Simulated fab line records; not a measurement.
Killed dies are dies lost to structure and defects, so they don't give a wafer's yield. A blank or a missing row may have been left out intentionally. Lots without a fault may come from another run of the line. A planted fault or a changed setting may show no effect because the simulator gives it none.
What tool caused it?	flow nand_harc	12 lots, 36 wafers sampled, at 5 steps of a route of 1302

== WHAT EACH GAUGE READ, for each wafer ==
NHARC_END_SORT_01.
lot	measured	on	killed_at_array	killed_at_other	killed_at_periphery	killed_dies	killed_open	killed_short
L434	day 24 00:41	prober-01	40 40 36	0 1 0	0 1 6	40 42 42	2 1 2	3 0 2
L437	day 25 16:22	prober-01	71 68 79	0 0 0	2 3 0	73 71 79	0 5 2	1 2 1
L438	day 25 20:32	prober-02	39 37 38	5 2 3	4 4 2	48 43 43	5 2 2	4 2 4
L439	day 27 03:50	prober-02	55 53 69	0 0 0	4 6 4	59 59 73	2 3 3	1 1 8
L442	day 27 18:38	prober-01	39 28 39	0 0 0	0 2 4	39 30 43	3 5 4	6 2 7
L445	day 28 16:50	prober-01	51 40 52	0 1 0	7 4 4	58 45 56	3 0 1	1 1 1
L444	day 28 23:28	prober-02	33 38 28	0 3 0	3 5 4	36 46 32	4 8 2	2 1 3
L446	day 29 07:23	prober-01	100 99 93	1 0 0	1 1 1	102 100 94	1 4 4	5 4 1
L450	day 30 13:58	prober-02	83 70 73	0 1 0	3 10 6	86 81 79	6 4 5	4 6 2
L452	day 31 16:10	prober-01	91 82 87	0 0 0	6 5 8	97 87 95	4 2 5	5 3 3
L455	day 33 09:48	prober-01	51 673 45	0 1 1	5 3 6	56 677 52	2 2 5	3 0 3
L456	day 34 04:30	prober-02	75 66 84	1 3 0	6 3 4	82 72 88	3 2 1	3 6 1

== WHAT TOOL EACH LOT RAN ON (gives the tool, then ch and the chambers of the sampled wafers, and finally the start) ==
lot	NHARC_A_STAIRCASE_ETCH_201	NHARC_A_STAIRCASE_DESCUM_219	NHARC_A_STAIRCASE_ETCH_221	NHARC_A_STAIRCASE_TRIM_222
L434	rie_diel-05 ch 2,3, day 15 13:52 or earlier	rie_diel-05 ch 0,3, day 15 13:52	rie_diel-05 ch 0,3, day 15 14:11 or earlier	rie_diel-05 ch 1,2, day 15 14:11
L437	rie_diel-05 ch 1,3, day 17 11:44 or earlier	rie_diel-05 ch 0,2,3, day 17 11:44	rie_diel-05 ch 0,2, day 17 12:04 or earlier	rie_diel-05 ch 0,2,3, day 17 12:04
L438	rie_diel-05 ch 0,1,2, day 17 12:21 or earlier	rie_diel-09 ch 1,2,3, day 17 12:21	rie_diel-09 ch 0,2,3, day 17 12:41 or earlier	rie_diel-09 ch 0,1,2, day 17 12:41
L439	rie_diel-09 ch 1,2,3, day 18 05:14 or earlier	rie_diel-08 ch 1,2, day 18 05:14	rie_diel-08 ch 0,1,2, day 18 05:36 or earlier	rie_diel-08 ch 1,2, day 18 05:36
L442	rie_diel-08 ch 0,2,3, day 19 15:23 or earlier	rie_diel-05 ch 1,2,3, day 19 15:23	rie_diel-05 ch 0,2,3, day 19 15:48 or earlier	rie_diel-05 ch 0,2,3, day 19 15:48
L445	rie_diel-09 ch 0,2,3, day 20 14:05 or earlier	rie_diel-08 ch 1,2, day 20 14:05	rie_diel-08 ch 0,1,2, day 20 14:27 or earlier	rie_diel-08 ch 0,1,2, day 20 14:27
L444	rie_diel-08 ch 1,2, day 20 15:41 or earlier	rie_diel-08 ch 0,2,3, day 20 15:41	rie_diel-08 ch 0,2, day 20 16:00 or earlier	rie_diel-08 ch 0,1,2, day 20 16:00
L446	rie_diel-09 ch 1,2,3, day 20 19:14 or earlier	rie_diel-05 ch 1,2,3, day 20 19:14	rie_diel-05 ch 1,2,3, day 20 19:38 or earlier	rie_diel-05 ch 1,2,3, day 20 19:38
L450	rie_diel-09 ch 1,2, day 22 11:29 or earlier	rie_diel-05 ch 0,2, day 22 11:29	rie_diel-05 ch 0,2, day 22 11:47 or earlier	rie_diel-05 ch 0,1, day 22 11:47
L452	rie_diel-05 ch 0,2,3, day 23 04:54 or earlier	rie_diel-08 ch 0,1,3, day 23 04:54	rie_diel-08 ch 0,1, day 23 05:13 or earlier	rie_diel-08 ch 2,3, day 23 05:13
L455	rie_diel-05 ch 0,2,3, day 25 00:16 or earlier	rie_diel-05 ch 1,2, day 25 00:16	rie_diel-05 ch 0,3, day 25 00:35 or earlier	rie_diel-05 ch 0,1,2, day 25 00:35
L456	rie_diel-08 ch 0,1, day 25 08:11 or earlier	rie_diel-08 ch 0,1, day 25 08:11	rie_diel-08 ch 1,2,3, day 25 08:36 or earlier	rie_diel-08 ch 1,2, day 25 08:36
- NHARC_A_STAIRCASE_ETCH_201: etches the open film in C4F8/O2, target depth 100 nm, time 40.5 s.
- NHARC_A_STAIRCASE_DESCUM_219: chemistry O2, time 3 s.
- NHARC_A_STAIRCASE_ETCH_221: etches the open film in C4F8/O2, target depth 100 nm, time 40.5 s.
- NHARC_A_STAIRCASE_TRIM_222: chemistry O2, time 211.2 s.

== AS READ BY THE TOOLS THEMSELVES (means over the sampled wafers that have a number; for cases with no such wafer, the mark the record gives instead) ==
NHARC_A_STAIRCASE_ETCH_201.
lot	tool	oes_product_au (a.u.)	rf_vpp_V (V)
L434	rie_diel-05	0.935	888
L437	rie_diel-05	0.937	891
L438	rie_diel-05	0.949	892
L439	rie_diel-09	0.937	898
L442	rie_diel-08	0.943	898
L445	rie_diel-09	0.935	893
L444	rie_diel-08	0.931	905
L446	rie_diel-09	0.947	897
L450	rie_diel-09	0.938	894
L452	rie_diel-05	0.948	896
L455	rie_diel-05	0.939	894
L456	rie_diel-08	0.943	897

NHARC_A_STAIRCASE_DESCUM_219.
lot	tool	drypump_motor_current_A (A)	oes_product_au (a.u.)	rf_vpp_V (V)	showerhead_plenum_p_Torr (Torr)	throttle_valve_pct (%)
L434	rie_diel-05	6.21	1.005	57.5	1.81	11.316
L437	rie_diel-05	6.10	1.002	57.2	1.83	11.319
L438	rie_diel-09	5.95	1.001	57.4	1.95	11.312
L439	rie_diel-08	6.20	0.999	59.4	2.06	11.302
L442	rie_diel-05	6.20	0.981	57.6	1.92	11.310
L445	rie_diel-08	6.19	0.999	58.3	2.06	11.315
L444	rie_diel-08	6.35	0.997	57.5	1.94	11.316
L446	rie_diel-05	6.18	0.990	57.8	1.91	11.312
L450	rie_diel-05	6.01	0.996	57.2	1.84	11.313
L452	rie_diel-08	6.20	0.997	57.9	1.93	11.314
L455	rie_diel-05	6.10	1.002	57.8	1.82	11.300
L456	rie_diel-08	6.07	1.009	58.3	1.99	11.311

NHARC_A_STAIRCASE_ETCH_221.
lot	tool	oes_product_au (a.u.)	rf_vpp_V (V)
L434	rie_diel-05	0.944	891
L437	rie_diel-05	0.955	894
L438	rie_diel-09	0.951	894
L439	rie_diel-08	0.941	902
L442	rie_diel-05	0.930	898
L445	rie_diel-08	0.947	902
L444	rie_diel-08	0.945	903
L446	rie_diel-05	0.940	896
L450	rie_diel-05	0.960	891
L452	rie_diel-08	0.960	899
L455	rie_diel-05	0.946	901
L456	rie_diel-08	0.943	900

NHARC_A_STAIRCASE_TRIM_222.
lot	tool	drypump_motor_current_A (A)	oes_product_au (a.u.)	rf_vpp_V (V)	run_length_s (s)	showerhead_plenum_p_Torr (Torr)	throttle_valve_pct (%)
L434	rie_diel-05	6.11	1.004	56.7	232.2	3.43	17.036
L437	rie_diel-05	6.11	1.007	56.9	232.9	3.38	17.035
L438	rie_diel-09	6.09	0.995	57.7	232.4	3.48	17.032
L439	rie_diel-08	6.07	0.999	58.1	232.3	3.77	17.032
L442	rie_diel-05	6.13	0.994	57.4	232.8	3.55	17.045
L445	rie_diel-08	6.25	1.005	57.4	232.4	3.69	17.036
L444	rie_diel-08	6.23	1.006	58.6	232.9	3.69	17.036
L446	rie_diel-05	6.19	0.986	58.5	232.4	3.53	17.035
L450	rie_diel-05	6.01	0.995	57.1	231.8	3.43	17.034
L452	rie_diel-08	6.31	1.007	57.1	232.1	3.51	17.038
L455	rie_diel-05	6.03	1.009	57.2	200.4	3.40	17.037
L456	rie_diel-08	6.07	1.003	57.6	232.4	3.75	17.036

== THE ANSWER, worked out from the rows above alone ==
Rule: the usual values come from the lots themselves. The widest of any qualifying gaps counts: lots, ordered by their means at a reading, are off when they make up no more than a third of the lots, leave a main group of 4 or more, and stand apart from it by 3 or more times the standard deviation of that group's means. Not used: any main group whose means are identical at the precision the tables above print for the reading. A lot without any number at a reading at which 4 lots or more have one is off too. The other lots that the step has rows for count as sound. After the gauges, taken in route order, come the tools' own readings; for these a lot's mean is taken, as printed above. At the first step where some lot is off, the reading lying furthest off is the one used; lots without a number count as furthest.
Off: L455, at NHARC_END_SORT_01 (killed_dies). Main group: mean 64, sd 22.
A tool fits if, at a process step before that reading, it ran every lot that is off, and no sound lot after the first of them. Not tried: the gauges at NHARC_END_SORT_01; whatever is off there is also off at NHARC_A_STAIRCASE_DESCUM_219, on other tools, and gauge error can't account for it. NHARC_A_STAIRCASE_ETCH_201 gives no start for some lots, so the hours and the order of its lots are those of NHARC_A_STAIRCASE_DESCUM_219. NHARC_A_STAIRCASE_ETCH_221 gives no start for some lots, so the hours and the order of its lots are those of NHARC_A_STAIRCASE_TRIM_222. One fits: rie_diel-05 at NHARC_A_STAIRCASE_ETCH_201 and NHARC_A_STAIRCASE_DESCUM_219 and NHARC_A_STAIRCASE_ETCH_221 and NHARC_A_STAIRCASE_TRIM_222. At NHARC_A_STAIRCASE_ETCH_201 its last sound lot is L452 (day 23 04:54), its first lot that is off L455 (day 25 00:16): a fault that began between those two fits.

== WHAT WAS PUT IN BY THE SIMULATOR ==
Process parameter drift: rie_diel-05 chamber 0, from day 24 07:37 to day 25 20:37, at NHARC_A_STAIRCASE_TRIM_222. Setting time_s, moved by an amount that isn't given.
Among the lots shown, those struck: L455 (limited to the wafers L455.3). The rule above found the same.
